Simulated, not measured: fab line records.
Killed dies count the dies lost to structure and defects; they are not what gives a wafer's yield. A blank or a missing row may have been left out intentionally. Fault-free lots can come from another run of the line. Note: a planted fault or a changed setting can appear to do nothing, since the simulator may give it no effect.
Comparing a struck lot with a sound one ; flow n5-finfet ; 15 steps out of a route of 1938
Sound: these wafers, L401.1, L401.3, L401.4. Struck: wafer L412.1 (left out: L412.6, a lot-mate that was not struck); the cause follows at the end.
Order at every step that has rows: each side's tool, ch and its chambers, its first start. Under that, the readings that differ: sound wafers ; struck wafers ; difference of the means ; sigmas: that difference in standard deviations of wafers without a fault.
alike: readings with means less than 2 such deviations apart, plus words and numbers identical on both sides. not compared: withheld readings, readings lacking a value on some wafer, bounds such as >300 that could conceal the same value, and numbers that have no deviation in the record and whose values overlap.
The two part at a step that has a row with sigmas, a row that says differs or no value, or rows on one side only. Non-overlapping numbers with no deviation appear without sigmas and do not part them. A reading that every wafer of one side lacks parts them only if that side has two wafers or more.

first, 1 step without rows for these wafers: N5_BEOL_M2_DEVELOP_27 (develop time 30 s).
N5_BEOL_M2_CD_MEAS_28: target cd 26.2 nm, target cd y 24.1 nm.
  sound on cd-sem-01 ch 0, day 6 22:47; struck on cd-sem-01 ch 0, day 9 17:25
reading;sound;struck;difference;sigmas
cd-nm (nm);25.97 26.39 26.76;25.76;-0.61;-2
N5_BEOL_M2_OVL_MEAS_29:
  sound on overlay-01 ch 0, day 6 22:49; struck on overlay-01 ch 0, day 9 17:26
  alike: V1_OVL
N5_BEOL_M2_INSPECT_30: inspects for defects (brightfield).
  sound: defect-inspect-02 at day 6 22:53; struck: defect-inspect-02 at day 9 17:30
  alike: raw-defect-count
N5_BEOL_M2_DESCUM_33: chemistry O2, time 7 s.
  sound on rie-diel-03 ch 2,3, day 6 23:21; struck on rie-diel-02 ch 1, day 9 17:32
  alike: drypump-motor-current-A, oes-product-au, rf-vpp-V, showerhead-plenum-p-Torr, throttle-valve-pct
  not compared: rf-hours-counter-h
N5_BEOL_M2_ETCH_77: etches underlayer in N2/H2, target depth 6.5 nm, time 5.2 s.
  sound on rie-diel-03 ch 2,3, day 6 23:23; struck on rie-diel-02 ch 1, day 9 17:34
  alike: bias-w, drypump-motor-current-A, etch-rf-on-time-s, oes-product-au, rf-vpp-V, showerhead-plenum-p-Torr, throttle-valve-pct
  not compared: rf-hours-counter-h
N5_BEOL_M2_ETCH_69: etches SiARC in CF4, target depth 15.6 nm, time 26 s.
  sound on rie-diel-03 ch 2,3, day 6 23:24; struck on rie-diel-02 ch 1, day 9 17:35
reading;sound;struck;difference;sigmas
bias-w (W);35.89 36.02 36.10;35.78;-0.22;-2
mfc-ar-sccm (sccm);100.02 100.14 100.15;99.36;-0.74;-3
  alike: drypump-motor-current-A, etch-rf-on-time-s, oes-product-au, rf-vpp-V, showerhead-plenum-p-Torr, throttle-valve-pct
  not compared: rf-hours-counter-h
N5_BEOL_M2_ALD_98: deposits SiO2, target thk 2.5 nm, pulse time 1 s, co reactant pulse time 1 s.
  sound on ald-sin-03 ch 0,1, day 6 23:29; struck on ald-sin-03 ch 1, day 9 17:40
  alike: heater-power-w, precursor-pulse-height-rel
then, 1 step without rows for these wafers: N5_BEOL_M2_ETCHBACK_99 (etches SiO2 in CHF3, target depth 5 nm, time 10.4 s).
N5_BEOL_M2_ETCH_70: etches SOC in N2/H2, target depth 80 nm, overetch 24 nm, time 130 s.
  sound on rie-diel-03 ch 1,2, day 6 23:38; struck on rie-diel-04 ch 3, day 9 19:54
  alike: bias-w, drypump-motor-current-A, oes-product-au, rf-vpp-V, showerhead-plenum-p-Torr, throttle-valve-pct
  not compared: rf-hours-counter-h
then, 2 steps without rows for these wafers: N5_BEOL_M2_STRIP_71 (strips in N2/H2); N5_BEOL_M2_STRIP_78 (strips in N2/H2).
N5_BEOL_M2_VIA_ETCH_34: etches the open film in C4F6/O2, target depth 69.4 nm, time 65.9 s.
  sound on rie-diel-03 ch 1,2, day 6 23:45; struck on rie-diel-04 ch 3, day 9 20:01
reading;sound;struck;difference;sigmas
oes-product-au (a.u.);0.95 0.69 0.95;0.60;-0.26;-3
rf-vpp-V (V);678 674 678;637;-40;-2
throttle-valve-pct (%);31.07 31.04 31.07;30.36;-0.70;-3
model.etch.depth-nm (nm);69.23 69.37 69.78;40.43;-29.03;
model.SOC_of_BEOL_M2_COAT_67.thk-nm (nm);51.4 51.4 51.8;55.2;+3.7;
  alike: O2_flow_sccm, bias-w, drypump-motor-current-A, mfc-ar-sccm, showerhead-plenum-p-Torr
  not compared: rf-hours-counter-h
then, 1 step without rows for these wafers: N5_BEOL_M2_STRIP_83 (strips in C4F6/O2).
N5_BEOL_M4_RC_MEAS_101:
  sound on prober-01 ch 0, day 8 07:28; struck on prober-02 ch 0, day 10 21:58
  alike: DIBL_N, DIBL_P, IOFF_N, IOFF_P, ION_N, ION_P, SS_N, SS_P, VT_N, VT_P

## WHERE THEY PART
At N5_BEOL_M2_CD_MEAS_28 first; at N5_BEOL_M2_VIA_ETCH_34 last (within this record only). Later steps at which nothing parts them and some readings are alike: N5_BEOL_M4_RC_MEAS_101.

WHY: the cause the simulator had injected
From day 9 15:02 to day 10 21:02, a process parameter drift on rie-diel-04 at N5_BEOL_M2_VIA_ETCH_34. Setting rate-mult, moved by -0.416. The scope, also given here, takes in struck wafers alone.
